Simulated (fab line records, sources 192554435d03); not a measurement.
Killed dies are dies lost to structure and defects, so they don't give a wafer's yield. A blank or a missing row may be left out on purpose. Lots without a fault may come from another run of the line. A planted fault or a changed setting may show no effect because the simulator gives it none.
fab line records | flow n5_finfet
record lots=5 wafers=15 last_day=16
route steps=1938 shown SD_ACTIVATION@334 ILD0@335 SDB@347
lots that met no fault: from a run of the same line without faults
start_h: hours from the record's first day to the start of the lot's first wafer shown | wait_h: hours since the lot's step before | " the same as in the row above | L1.1+2: a row that stands for several wafers | - no value, or no start given | * or withheld: withheld | < > ~ a bound
route shown NAME@n: a module of which the file shows steps, and the number in the route of the first | usual: mean/standard deviation of fault-free wafers | same: alike in all rows | chamber/n: place in a boat | sites: the reading at each site | _std_site: their standard deviation | _edge_site: outer sites' mean less inner sites' | radius_mm: how far each site lies from the wafer's centre | mask NAME#n: copy n | behind: the tool/chamber that last shaped the wafer | hold: why the lot was held/for how many hours/how that ended | device: the transistor (n, p or np) that didn't switch | end of line: the same wafers' tests at the end of the route | a step without rows: its recipe alone | killed: dies lost to structure and defects at the first sort, not the wafer's yield | map: a wafer's dies, x killed, . not, _ none there
set.NAME: the setting as run; set.NAME@STEP: as run at that earlier step | model.NAME: the simulator's own value behind a step, which no gauge read
lots at some steps of the route; a table a step, a row a wafer
services: from which hour (start_h, from the record's first day; less than 0 if before it) a tool's chamber was out of use, for how many hours, and why
## steps
# step N5_SD_ACTIVATION_INSPECT_02
# recipe inspect_instrument=darkfield mode=post_anneal
# usual raw_defect_count=182/37
# columns lot.wafer tool chamber start_h wait_h raw_defect_count
L075.1 defect_inspect-02 - 66.47 0.2 269
L075.2 " - " " 237
L075.5 " - " " 193
L074.3 defect_inspect-02 - 67.39 0.1 181
L074.5 " - " " 162
L074.6 " - " " 146
L080.1 defect_inspect-01 - 94.30 0.2 184
L080.4 " - " " 179
L080.5 " - " " 149
L089.1 defect_inspect-01 - 159.75 0.2 137
L089.2 " - " " 216
L089.5 " - " " 203
L092.2 defect_inspect-02 - 171.38 0.1 191
L092.3 " - " " 177
L092.5 " - " " 242
# step N5_ILD0_LINER_00
# recipe material=SiNx target_thk_a=40 temp_c=400 ald_precursor_family=SiH2I2 ald_co_reactant=N2/H2-plasma pulse_time_s=1 purge_time_s=2 co_reactant_purge_time_s=2 ald_cycles=80 pressure_torr=2
# usual heater_power_w=834/82 precursor_pulse_height_rel=1.004/0.019
# columns lot.wafer tool chamber start_h wait_h heater_power_w precursor_pulse_height_rel
L075.1 ald_sin-01 3 66.62 0.2 830 1.040
L075.2 " 0 " " 723 1.012
L075.5 " 2 " " 887 1.006
L074.3 ald_sin-01 1 67.56 0.2 881 1.026
L074.5 " 1 " " 897 1.025
L074.6 " 0 " " 724 0.989
L080.1 ald_sin-04 3 94.76 0.5 891 0.999
L080.4 " 0 " " 760 1.008
L080.5 " 1 " " 719 1.033
L089.1 ald_sin-03 2 159.79 0.0 891 1.029
L089.2 " 1 " " 705 1.032
L089.5 " 1 " " 698 0.964
L092.2 ald_sin-01 2 171.66 0.3 888 0.993
L092.3 " 3 " " 841 1.009
L092.5 " 2 " " 899 0.979
# step N5_ILD0_FCVD_FILL_01
# recipe material=SiO2_flowable target_thk_a=2000 temp_c=100 pressure_torr=0.8 rf_w=2000 time_s=328.3
# usual tsa_flow_sccm=59.98/0.17
# columns lot.wafer tool chamber start_h wait_h tsa_flow_sccm
L075.1 fcvd-01 1 67.04 0.2 59.92
L075.2 " 0 " " 60.07
L075.5 " 1 " " 60.00
L074.3 fcvd-02 0 68.09 0.3 60.04
L074.5 " 1 " " 60.09
L074.6 " 0 " " 59.99
L080.1 fcvd-01 1 95.18 0.2 59.75
L080.4 " 1 " " 60.03
L080.5 " 0 " " 59.95
L089.1 fcvd-01 1 160.20 0.2 60.04
L089.2 " 0 " " 60.12
L089.5 " 0 " " 59.70
L092.2 fcvd-01 1 172.08 0.2 59.95
L092.3 " 1 " " 59.86
L092.5 " 0 " " 59.72
# step N5_ILD0_CURE_02
# recipe temp_c=450 time_s=1800 ambient=steam idle_temp_c=400 ramp_up_c_per_min=5 ramp_down_c_per_min=3 densification_p_h2o_torr=640
# usual spike_tc_lower_C=449.5/0.97
# columns lot.wafer tool chamber start_h wait_h spike_tc_lower_C
L075.1 furnace-01 0 67.44 0.3 450.4
L075.2 " 0 " " 449.1
L075.5 " 0 " " 447.9
L074.3 furnace-03 0 68.37 0.2 451.0
L074.5 " 0 " " 450.3
L074.6 " 0 " " 450.0
L080.1 furnace-01 0 95.57 0.3 449.7
L080.4 " 0 " " 449.0
L080.5 " 0 " " 452.1
L089.1 furnace-02 0 160.60 0.3 449.0
L089.2 " 0 " " 449.5
L089.5 " 0 " " 449.6
L092.2 furnace-01 0 172.47 0.3 448.8
L092.3 " 0 " " 450.5
L092.5 " 0 " " 448.6
# step N5_ILD0_CMP_03
# recipe stop_on=SiNx t_overpolish_s=1.9 post_cmp_clean=alkaline_brush down_force_psi=4.1491 platen_rpm=51.796 pad_velocity_m_s=1.0306 target_thk_nm=197.38
# usual motor_current_A=12.6/1.2 overpolish_run_s=1.901/0.0098 time_to_endpoint_s=72/4.9
# columns lot.wafer tool chamber start_h wait_h motor_current_A overpolish_run_s time_to_endpoint_s
L075.1 cmp-04 1 69.07 0.1 13.1 1.911 72
L075.2 " 2 " " 12.7 1.900 69
L075.5 " 3 " " 12.6 1.912 71
L074.3 cmp-04 0 70.05 0.2 13.0 1.906 75
L074.6 " 0 " " 12.0 1.903 75
L074.5 " 1 " " 13.7 1.903 71
L080.1 cmp-01 3 97.17 0.1 13.6 1.880 70
L080.4 " 1 " " 15.4 1.894 72
L080.5 " 3 " " 13.7 1.902 69
L089.2 cmp-01 1 162.16 0.0 15.9 1.910 70
L089.1 " 0 " " 13.5 1.889 63
L089.5 " 2 " " 10.5 1.916 67
L092.3 cmp-02 1 174.06 0.1 10.6 1.893 67
L092.2 " 3 " " 12.7 1.892 67
L092.5 " 1 " " 10.5 1.918 69
# step N5_ILD0_THK_MEAS_04
# usual thk_nm=197.2/1.4
# columns lot.wafer tool chamber start_h wait_h thk_nm
L075.1 film_metro-02 - 69.28 - 198.1
L075.2 " - " " 197.0
L075.5 " - " " 198.3
L074.3 film_metro-02 - 70.35 - 199.2
L074.5 " - " " 198.2
L074.6 " - " " 198.6
L080.1 film_metro-01 - 97.42 - 195.3
L080.4 " - " " 195.1
L080.5 " - " " 194.4
L089.1 film_metro-01 - 162.46 - 195.7
L089.2 " - " " 197.6
L089.5 " - " " 197.5
L092.2 film_metro-01 - 174.32 - 196.7
L092.3 " - " " 197.1
L092.5 " - " " 196.6
# step N5_ILD0_CMP_07
# recipe stop_on=poly-Si material=SiO2_flowable t_overpolish_s=1.18 post_cmp_clean=alkaline_brush down_force_psi=4.1491 platen_rpm=51.796 pad_velocity_m_s=1.0306 target_thk_nm=138.88
# usual motor_current_A=12.6/1.2
# columns lot.wafer tool chamber start_h wait_h motor_current_A
L075.2 cmp-04 0 69.31 0.0 12.7
L075.1 " 2 " " 12.3
L075.5 " 1 " " 12.9
L074.3 cmp-01 1 70.42 0.1 14.4
L074.5 " 0 " " 12.9
L074.6 " 1 " " 15.5
L080.4 cmp-02 3 97.45 0.0 12.9
L080.1 " 2 " " 11.5
L080.5 " 3 " " 13.1
L089.1 cmp-04 1 162.56 0.1 13.0
L089.2 " 2 " " 12.0
L089.5 " 0 " " 13.2
L092.3 cmp-02 0 174.39 0.1 12.2
L092.2 " 1 " " 10.8
L092.5 " 3 " " 13.4
# step N5_ILD0_THK_MEAS_08
# usual thk_nm=139.3/1.4
# columns lot.wafer tool chamber start_h wait_h thk_nm
L075.1 film_metro-02 - 69.61 - 139.4
L075.2 " - " " 140.5
L075.5 " - " " 139.2
L074.3 film_metro-02 - 70.68 - 140.0
L074.5 " - " " 136.7
L074.6 " - " " 140.0
L080.1 film_metro-02 - 97.75 - 141.0
L080.4 " - " " 137.2
L080.5 " - " " 136.6
L089.1 film_metro-02 - 162.78 - 139.4
L089.2 " - " " 140.1
L089.5 " - " " 140.0
L092.2 film_metro-01 - 174.65 - 137.7
L092.3 " - " " 139.7
L092.5 " - " " 136.0
# step N5_ILD0_PRECLEAN_10
# recipe chemistry=NF3:NH3 afs_cycles=5 time_s=20 temp_c=30 sublimation_temp_c=180 sublimation_time_s=60 pressure_torr=3 rf_power_w=30
# columns lot.wafer tool chamber start_h wait_h
L075.1+2+5 remote_plasma-01 1 69.65 0.0
L074.3+5+6 remote_plasma-02 0 70.93 0.3
L080.1+4+5 remote_plasma-01 0 97.78 0.0
L089.1+2+5 remote_plasma-02 1 162.82 0.0
L092.2+3+5 remote_plasma-01 0 174.79 0.1
# step N5_ILD0_ALD_15
# recipe material=SiNx target_thk_a=240 temp_c=400 ald_precursor_family=SiH2I2 ald_co_reactant=N2/H2-plasma pulse_time_s=1 ald_cycles=480 purge_time_s=2 co_reactant_purge_time_s=2 pressure_torr=2
# usual heater_power_w=834/83 precursor_pulse_height_rel=1.000/0.019
# columns lot.wafer tool chamber start_h wait_h heater_power_w precursor_pulse_height_rel
L075.1 ald_sin-03 3 70.33 0.6 881 0.989
L075.2 " 0 " " 978 1.001
L075.5 " 2 71.41 1.2 937 0.985
L074.3 ald_sin-01 3 71.74 0.7 849 0.958
L074.5 " 2 72.83 1.6 892 0.985
L074.6 " 1 " " 894 1.022
L080.1 ald_sin-03 0 99.94 2.0 934 0.991
L080.4 " 2 " " 871 1.010
L080.5 " 0 101.03 2.7 928 0.985
L089.1 ald_sin-01 1 163.50 0.6 908 1.004
L089.2 " 0 " " 708 1.016
L089.5 " 1 164.59 1.2 889 0.982
L092.2 ald_sin-03 3 175.36 0.5 839 1.031
L092.3 " 2 " " 879 1.035
L092.5 " 2 176.45 1.2 901 0.993
# step N5_ILD0_CMP_12
# recipe stop_on=poly-Si material=SiNx t_overpolish_s=6 post_cmp_clean=alkaline_brush down_force_psi=2.5 platen_rpm=51.8 pad_velocity_m_s=1.0307 target_thk_nm=17.67
# usual motor_current_A=9.4/0.9 overpolish_run_s=6.001/0.0096 time_to_endpoint_s=30/3.1
# columns lot.wafer tool chamber start_h wait_h motor_current_A overpolish_run_s time_to_endpoint_s
L075.1 cmp-01 2 72.53 1.1 8.3 6.001 32
L075.2 " 1 " " 12.1 5.999 31
L075.5 " 3 " " 9.9 6.000 33
L074.3 cmp-04 3 74.06 1.2 9.1 5.996 32
L074.5 " 0 " " 9.0 5.983 31
L074.6 " 1 " " 9.6 6.011 32
L080.4 cmp-04 1 102.18 1.2 10.3 6.013 29
L080.1 " 3 " " 9.4 5.997 28
L080.5 " 0 " " 9.3 5.997 29
L089.1 cmp-01 1 165.78 1.2 11.3 6.009 31
L089.2 " 2 " " 8.1 5.984 29
L089.5 " 3 " " 10.3 5.989 33
L092.3 cmp-04 3 177.56 1.1 9.5 5.999 30
L092.2 " 0 " " 9.8 5.998 30
L092.5 " 3 " " 9.0 6.000 32
# step N5_ILD0_THK_MEAS_13
# usual thk_nm=18.0/1.3
# columns lot.wafer tool chamber start_h wait_h thk_nm
L075.1 film_metro-02 - 72.83 - 19.2
L075.2 " - " " 17.2
L075.5 " - " " 19.1
L074.3 film_metro-02 - 74.24 - 18.8
L074.5 " - " " 19.0
L074.6 " - " " 18.3
L080.1 film_metro-02 - 102.44 - 17.5
L080.4 " - " " 17.6
L080.5 " - " " 17.4
L089.1 film_metro-01 - 165.99 - 18.5
L089.2 " - " " 18.4
L089.5 " - " " 19.7
L092.2 film_metro-01 - 177.86 - 18.0
L092.3 " - " " 18.9
L092.5 " - " " 18.5
# step N5_ILD0_INSPECT_06
# recipe inspect_instrument=darkfield mode=post_cmp
# usual raw_defect_count=38/16
# columns lot.wafer tool chamber start_h wait_h raw_defect_count
L075.1 defect_inspect-01 - 72.85 0.0 40
L075.2 " - " " 86
L075.5 " - " " 45
L074.3 defect_inspect-01 - 74.27 0.0 38
L074.5 " - " " 16
L074.6 " - " " 12
L080.1 defect_inspect-02 - 102.46 0.0 38
L080.4 " - " " 27
L080.5 " - " " 21
L089.1 defect_inspect-02 - 166.02 0.0 45
L089.2 " - " " 50
L089.5 " - " " 70
L092.2 defect_inspect-02 - 177.88 0.0 12
L092.3 " - " " 28
L092.5 " - " " 27
# step N5_SDB_HM_DEP_00
# recipe material=SiNx target_thk_a=400 temp_c=400 precursor=SiH4/NH3/N2 pressure_torr=1.5 rf_w=300 time_s=35.3
# usual heater_power_w=758/79 showerhead_plenum_p_Torr=5.17/0.064 showerhead_vpp_V=1114/80 throttle_valve_pct=40.8/2.1
# columns lot.wafer tool chamber start_h wait_h heater_power_w showerhead_plenum_p_Torr showerhead_vpp_V throttle_valve_pct
L075.1 pecvd-04 1 72.89 0.0 831 5.15 1141 40.6
L075.2 " 2 " " 804 5.30 1190 43.1
L075.5 " 2 " " 828 5.31 1192 43.0
L074.3 pecvd-04 0 74.30 0.0 838 5.11 1216 41.6
L074.5 " 0 " " 841 5.11 1192 41.5
L074.6 " 1 " " 755 5.15 1133 40.7
L080.1 pecvd-01 0 102.50 0.0 835 5.18 1036 41.6
L080.4 " 1 " " 759 5.21 949 43.8
L080.5 " 2 " " 721 5.18 1068 38.0
L089.1 pecvd-04 2 166.06 0.0 812 5.32 1153 43.1
L089.2 " 1 " " 682 5.16 1130 40.5
L089.5 " 0 " " 854 5.11 1221 42.4
L092.2 pecvd-01 2 177.92 0.0 799 5.18 1058 38.1
L092.3 " 0 " " 847 5.17 1033 41.6
L092.5 " 0 " " 837 5.17 1030 41.5
# step N5_SDB_COAT_03
# recipe resist=SOC temp_c=250 time_s=60 spin_rpm=1500 resist_thk_nm=100
# columns lot.wafer tool chamber start_h wait_h
L075.1+2+5 litho_track-02 0 72.97 0.1
L074.3+5+6 litho_track-02 0 74.38 0.1
L080.1+4+5 litho_track-05 0 102.58 0.1
L089.1+2+5 litho_track-05 0 166.14 0.1
L092.2+3+5 litho_track-05 0 178.00 0.1
# step N5_SDB_COAT_04
# recipe resist=SiARC temp_c=220 time_s=60 spin_rpm=1500 resist_thk_nm=18
# columns lot.wafer tool chamber start_h wait_h
L075.1+2+5 litho_track-02 0 - -
L074.3+5+6 litho_track-02 0 - -
L080.1+4+5 litho_track-05 0 - -
L089.1+2+5 litho_track-05 0 - -
L092.2+3+5 litho_track-05 0 - -
# step N5_SDB_COAT_05
# recipe resist=CAR-ArF spin_rpm=1500 resist_thk_nm=90
# columns lot.wafer tool chamber start_h wait_h
L075.1+2+5 litho_track-02 0 - -
L074.3+5+6 litho_track-02 0 - -
L080.1+4+5 litho_track-05 0 - -
L089.1+2+5 litho_track-05 0 - -
L092.2+3+5 litho_track-05 0 - -
# step N5_SDB_EBR_07
# recipe solvent=PGMEA ebr_width_mm=1.5
# columns lot.wafer tool chamber start_h wait_h
L075.1+2+5 litho_track-02 0 - -
L074.3+5+6 litho_track-02 0 - -
L080.1+4+5 litho_track-05 0 - -
L089.1+2+5 litho_track-05 0 - -
L092.2+3+5 litho_track-05 0 - -
# step N5_SDB_SOFTBAKE_06
# recipe temp_c=110 time_s=60 resist=CAR-ArF
# columns lot.wafer tool chamber start_h wait_h
L075.1+2+5 litho_track-02 0 - -
L074.3+5+6 litho_track-02 0 - -
L080.1+4+5 litho_track-05 0 - -
L089.1+2+5 litho_track-05 0 - -
L092.2+3+5 litho_track-05 0 - -
# step N5_SDB_EXPOSE_08
# recipe mask_id=SDB na=1.35 source_shape=conventional sigma_outer=0.5 polarization=unpolarized dose_mj=49.6
# usual focus_offset_nm=0.0/0.49
# same na=1.35
# columns lot.wafer tool chamber start_h wait_h mask focus_offset_nm
L075.1 arfi_scanner-01 0 73.21 - SDB#0 0.3
L075.2 " 0 " " SDB#0 0.4
L075.5 " 0 " " SDB#0 0.5
L074.3 arfi_scanner-02 0 74.64 - SDB#0 0.5
L074.5 " 0 " " SDB#0 -0.1
L074.6 " 0 " " SDB#0 0.4
L080.1 arfi_scanner-01 0 102.82 - SDB#0 0.7
L080.4 " 0 " " SDB#0 0.5
L080.5 " 0 " " SDB#0 0.6
L089.1 arfi_scanner-01 0 166.38 - SDB#0 0.6
L089.2 " 0 " " SDB#0 0.2
L089.5 " 0 " " SDB#0 -0.5
L092.2 arfi_scanner-03 0 178.25 - SDB#0 0.3
L092.3 " 0 " " SDB#0 0.2
L092.5 " 0 " " SDB#0 0.0
# step N5_SDB_PEB_09
# recipe peb_temp_c=withheld peb_time_s=60 resist=CAR-ArF
# columns lot.wafer tool chamber start_h wait_h
L075.1+2+5 litho_track-05 0 73.27 0.1
L074.3+5+6 litho_track-01 0 74.69 0.0
L080.1+4+5 litho_track-05 0 102.88 0.1
L089.1+2+5 litho_track-01 0 166.44 0.1
L092.2+3+5 litho_track-05 0 178.30 0.0
# step N5_SDB_DEVELOP_10
# recipe develop_time_s=30 developer=TMAH resist=CAR-ArF rinse_liquid=diw dry=air_spin dev_temp_c=23
# same develop_time_s=30
# columns lot.wafer tool chamber start_h wait_h
L075.1+2+5 litho_track-05 0 - -
L074.3+5+6 litho_track-01 0 - -
L080.1+4+5 litho_track-05 0 - -
L089.1+2+5 litho_track-01 0 - -
L092.2+3+5 litho_track-05 0 - -
# step N5_SDB_CD_MEAS_11
# recipe target_cd_nm=50 landing_energy_ev=500 detector=se_inlens polarity=opening
# usual cd_nm=48.7/1.3
# columns lot.wafer tool chamber start_h wait_h cd_nm
L075.1 cd_sem-01 0 73.34 - 46.0
L075.2 " 0 " " 48.1
L075.5 " 0 " " 49.0
L074.3 cd_sem-02 0 74.76 - 49.1
L074.5 " 0 " " 49.2
L074.6 " 0 " " 50.7
L080.1 cd_sem-02 0 102.95 - 47.2
L080.4 " 0 " " 47.3
L080.5 " 0 " " 49.8
L089.1 cd_sem-01 0 166.51 - 50.3
L089.2 " 0 " " 47.4
L089.5 " 0 " " 49.2
L092.2 cd_sem-02 0 178.37 - 48.2
L092.3 " 0 " " 47.3
L092.5 " 0 " " 47.7
# step N5_SDB_OVL_MEAS_12
# recipe points_per_wafer=44
# usual SDB_OVL=0.1/0.85
# columns lot.wafer tool chamber start_h wait_h SDB_OVL[nm]
L075.1 overlay-01 0 73.37 0.0 -0.2
L075.2 " 0 " " -0.6
L075.5 " 0 " " -0.4
L074.3 overlay-02 0 74.78 0.0 1.2
L074.5 " 0 " " 0.7
L074.6 " 0 " " -0.6
L080.1 overlay-01 0 102.98 0.0 0.0
L080.4 " 0 " " -0.1
L080.5 " 0 " " -0.3
L089.1 overlay-01 0 166.54 0.0 0.1
L089.2 " 0 " " 0.1
L089.5 " 0 " " 1.4
L092.2 overlay-01 0 178.40 0.0 0.3
L092.3 " 0 " " -1.3
L092.5 " 0 " " -0.5
# step N5_SDB_INSPECT_13
# recipe mode=adi inspect_instrument=brightfield
# usual raw_defect_count=80/31
# columns lot.wafer tool chamber start_h wait_h raw_defect_count
L075.1 defect_inspect-02 - 73.39 0.0 55
L075.2 " - " " 66
L075.5 " - " " 97
L074.3 defect_inspect-02 - 74.81 0.0 46
L074.5 " - " " 30
L074.6 " - " " 77
L080.1 defect_inspect-02 - 103.00 0.0 36
L080.4 " - " " 50
L080.5 " - " " 61
L089.1 defect_inspect-02 - 166.56 0.0 121
L089.2 " - " " 40
L089.5 " - " " 93
L092.2 defect_inspect-01 - 178.43 0.0 112
L092.3 " - " " 67
L092.5 " - " " 58
# step N5_SDB_DESCUM_16
# recipe chemistry=O2 time_s=7.9 source_power_w=50 bias_power_w=20 pressure_mtorr=20 rf_frequency_hz=2.712e+07 temp_c=40 resist=CAR-ArF o2_flow_sccm=225
# usual drypump_motor_current_A=5.6/0.43 oes_product_au=0.79/0.093 rf_vpp_V=243.3/1.2 showerhead_plenum_p_Torr=2.11/0.057 throttle_valve_pct=20.62/0.16
# columns lot.wafer tool chamber start_h wait_h drypump_motor_current_A oes_product_au rf_hours_counter_h rf_vpp_V showerhead_plenum_p_Torr throttle_valve_pct
L075.1 rie_diel-04 3 73.43 0.0 6.3 0.72 197 243.8 2.18 20.58
L075.2 " 1 " " 5.3 0.95 4 241.9 2.03 20.33
L075.5 " 0 " " 4.8 0.91 - 242.7 2.16 20.44
L074.3 rie_diel-05 2 74.84 0.0 5.3 0.79 81 242.6 2.16 20.68
L074.5 " 1 " " 5.3 0.68 - 244.6 2.16 20.83
L074.6 " 0 " " 5.9 0.75 - 242.6 2.01 20.48
L080.1 rie_diel-03 3 103.18 0.2 5.4 0.66 249 245.2 2.14 20.78
L080.4 " 0 " " 5.8 0.67 220 242.0 2.07 20.55
L080.5 " 2 " " 5.3 0.71 - 245.3 2.16 20.67
L089.1 rie_diel-04 2 166.71 0.1 5.5 0.91 26 242.3 2.08 20.78
L089.2 " 1 " " 5.3 0.86 39 242.7 2.02 20.39
L089.5 " 1 " " 5.3 0.87 - 243.0 2.02 20.39
L092.2 rie_diel-05 2 178.46 0.0 5.3 0.75 116 241.4 2.14 20.74
L092.3 " 1 " " 5.3 0.93 15 243.9 2.15 20.67
L092.5 " 1 " " 5.3 0.93 - 244.3 2.15 20.66
# step N5_SDB_ETCH_17
# recipe chemistry=CF4 target=SiARC target_depth_a=234 mask_material=CAR-ArF time_s=39 ion_energy_ev=80 pressure_mtorr=40 source_w=545 bias_w=36 Ar_flow_sccm=100 cf4_flow_sccm=100 ends=cleared
# usual drypump_motor_current_A=5.6/0.43 etch_rf_on_time_s=39.3/1.3 oes_product_au=0.67/0.081 rf_vpp_V=184.1/1 showerhead_plenum_p_Torr=2.14/0.048 throttle_valve_pct=15.68/0.2
# columns lot.wafer tool chamber start_h wait_h drypump_motor_current_A etch_rf_on_time_s oes_product_au rf_hours_counter_h rf_vpp_V showerhead_plenum_p_Torr throttle_valve_pct
L075.1 rie_diel-04 3 73.46 0.0 6.3 38.6 0.63 197 185.8 2.20 15.61
L075.2 " 1 " " 5.3 38.1 0.83 4 184.0 2.11 15.64
L075.5 " 0 " " 4.8 37.0 0.78 - 184.9 2.18 15.37
L074.3 rie_diel-05 2 74.88 0.0 5.3 40.5 0.68 81 183.1 2.15 15.42
L074.5 " 1 " " 5.2 37.9 0.59 - 184.4 2.20 15.99
L074.6 " 0 " " 6.0 39.5 0.62 - 183.6 2.05 15.62
L080.1 rie_diel-03 3 103.22 0.0 5.5 39.5 0.57 249 186.1 2.19 15.92
L080.4 " 0 " " 5.8 41.0 0.57 220 183.0 2.14 15.87
L080.5 " 2 " " 5.4 38.9 0.61 - 183.9 2.20 15.88
L089.1 rie_diel-04 2 166.74 0.0 5.5 37.9 0.78 26 184.6 2.07 15.49
L089.2 " 1 " " 5.3 38.6 0.74 39 182.8 2.10 15.72
L089.5 " 1 " " 5.3 38.6 0.74 - 183.7 2.10 15.72
L092.2 rie_diel-05 2 178.49 0.0 5.3 41.1 0.64 116 184.2 2.14 15.49
L092.3 " 1 " " 5.3 38.4 0.80 15 183.5 2.19 15.57
L092.5 " 1 " " 5.3 38.4 0.80 - 183.4 2.19 15.59
# step N5_SDB_ETCH_18
# recipe chemistry=N2/H2 target=SOC target_depth_a=1000 overetch_a=200 mask_material=SiARC temp_c=40 time_s=150 ion_energy_ev=200 pressure_mtorr=30 source_w=840 bias_w=150 n2_flow_sccm=200 h2_flow_sccm=200
# usual drypump_motor_current_A=5.6/0.43 n2_flow_sccm=200.0/0.55 oes_product_au=0.71/0.078 rf_vpp_V=524.2/1.8 showerhead_plenum_p_Torr=2.55/0.061 throttle_valve_pct=17.95/0.22
# columns lot.wafer tool chamber start_h wait_h drypump_motor_current_A n2_flow_sccm oes_product_au rf_hours_counter_h rf_vpp_V showerhead_plenum_p_Torr throttle_valve_pct
L075.1 rie_diel-04 3 73.50 0.0 6.3 199.6 0.66 197 525.3 2.64 18.03
L075.2 " 1 " " 5.3 200.6 0.85 4 522.4 2.53 18.08
L075.5 " 0 " " 4.8 200.2 0.79 - 526.2 2.56 17.35
L074.3 rie_diel-05 2 74.91 0.0 5.3 200.1 0.72 81 524.9 2.59 17.98
L074.5 " 1 " " 5.3 200.2 0.62 - 525.7 2.64 18.42
L074.6 " 0 " " 6.0 200.0 0.66 - 521.6 2.44 17.78
L080.1 rie_diel-03 3 103.25 0.0 5.5 200.3 0.60 249 525.1 2.62 18.33
L080.4 " 0 " " 5.8 200.4 0.61 220 523.6 2.52 17.90
L080.5 " 2 " " 5.4 199.8 0.64 - 525.9 2.62 17.96
L089.1 rie_diel-04 2 166.78 0.0 5.5 200.3 0.80 26 522.9 2.50 17.99
L089.2 " 1 " " 5.3 199.5 0.77 39 523.1 2.51 18.15
L089.5 " 1 " " 5.3 199.8 0.77 - 522.5 2.51 18.15
L092.2 rie_diel-05 2 178.53 0.0 5.3 200.7 0.69 116 524.3 2.58 18.05
L092.3 " 1 " " 5.3 199.6 0.82 15 524.1 2.63 18.16
L092.5 " 1 " " 5.3 199.4 0.83 - 524.8 2.63 18.14
# step N5_SDB_STRIP_19
# recipe chemistry=N2/H2 temp_c=40 n2_flow_sccm=200 h2_flow_sccm=200 rf_frequency_hz=6e+07
# columns lot.wafer tool chamber start_h wait_h
L075.1+2+5 rie_diel-04 3,1,0 73.63 0.1
L074.3+5+6 rie_diel-05 2,1,0 75.04 0.1
L080.1+4+5 rie_diel-03 3,0,2 103.38 0.1
L089.1+2+5 rie_diel-04 2,1,1 166.90 0.1
L092.2+3+5 rie_diel-05 2,1,1 178.66 0.1
# step N5_SDB_STRIP_21
# recipe chemistry=CF4 resist=SiARC power_w=300 bias_power_w=75 pressure_mtorr=50 cf4_flow_sccm=150 rf_frequency_hz=6e+07
# usual drypump_motor_current_A=5.6/0.43 oes_product_au=0.78/0.085 rf_vpp_V=271.2/1.3 showerhead_plenum_p_Torr=1.80/0.04 throttle_valve_pct=13.65/0.23
# columns lot.wafer tool chamber start_h wait_h drypump_motor_current_A oes_product_au rf_hours_counter_h rf_vpp_V showerhead_plenum_p_Torr throttle_valve_pct
L075.1 rie_diel-04 3 73.64 0.0 6.3 0.73 197 272.1 1.84 13.59
L075.2 " 1 " " 5.3 0.94 4 270.4 1.77 13.53
L075.5 " 0 " " 4.8 0.88 - 272.2 1.82 13.30
L074.3 rie_diel-05 2 75.05 0.0 5.3 0.80 81 272.2 1.80 13.37
L074.5 " 1 " " 5.3 0.67 - 271.0 1.83 13.94
L074.6 " 0 " " 6.0 0.73 - 269.1 1.73 13.64
L080.1 rie_diel-03 3 103.39 0.0 5.5 0.67 249 272.3 1.83 13.90
L080.4 " 0 " " 5.8 0.69 220 270.0 1.80 13.87
L080.5 " 2 " " 5.4 0.71 - 272.5 1.86 13.92
L089.1 rie_diel-04 2 166.91 0.0 5.5 0.89 26 270.6 1.74 13.45
L089.2 " 1 " " 5.3 0.86 39 270.8 1.76 13.62
L089.5 " 1 " " 5.3 0.85 - 269.7 1.76 13.62
L092.2 rie_diel-05 2 178.67 0.0 5.3 0.76 116 272.1 1.79 13.46
L092.3 " 1 " " 5.3 0.91 15 271.8 1.83 13.47
L092.5 " 1 " " 5.3 0.91 - 273.1 1.83 13.47
## services
# columns tool chamber start_h hours kind
ald_sin-01 0 46.29 5.2 repair
arfi_scanner-01 - 50.65 5.8 repair
pecvd-04 1 58.50 9.0 repair
arfi_scanner-01 - 60.70 2.7 repair
rie_diel-05 0 63.64 5.0 repair
cmp-02 - 65.66 13.7 pm
arfi_scanner-01 - 70.87 1.3 pm
fcvd-01 1 78.20 7.7 repair
cmp-04 - 78.61 2.0 repair
cmp-01 - 84.66 6.7 repair
ald_sin-03 - 85.25 14.0 pm
ald_sin-01 - 85.33 29.9 repair
cmp-02 - 112.86 1.6 repair
cmp-04 - 131.28 3.7 pm
arfi_scanner-01 - 138.84 1.0 pm
rie_diel-04 3 149.33 7.2 repair
fcvd-01 - 151.81 2.8 pm
ald_sin-01 3 158.58 5.2 repair
arfi_scanner-01 - 160.49 1.0 pm
ald_sin-03 - 161.72 6.1 pm
cmp-02 - 169.22 0.3 repair
rie_diel-04 2 169.75 12.7 repair
cmp-01 - 170.88 0.9 repair
cmp-01 - 175.34 1.2 repair
## key
fault none
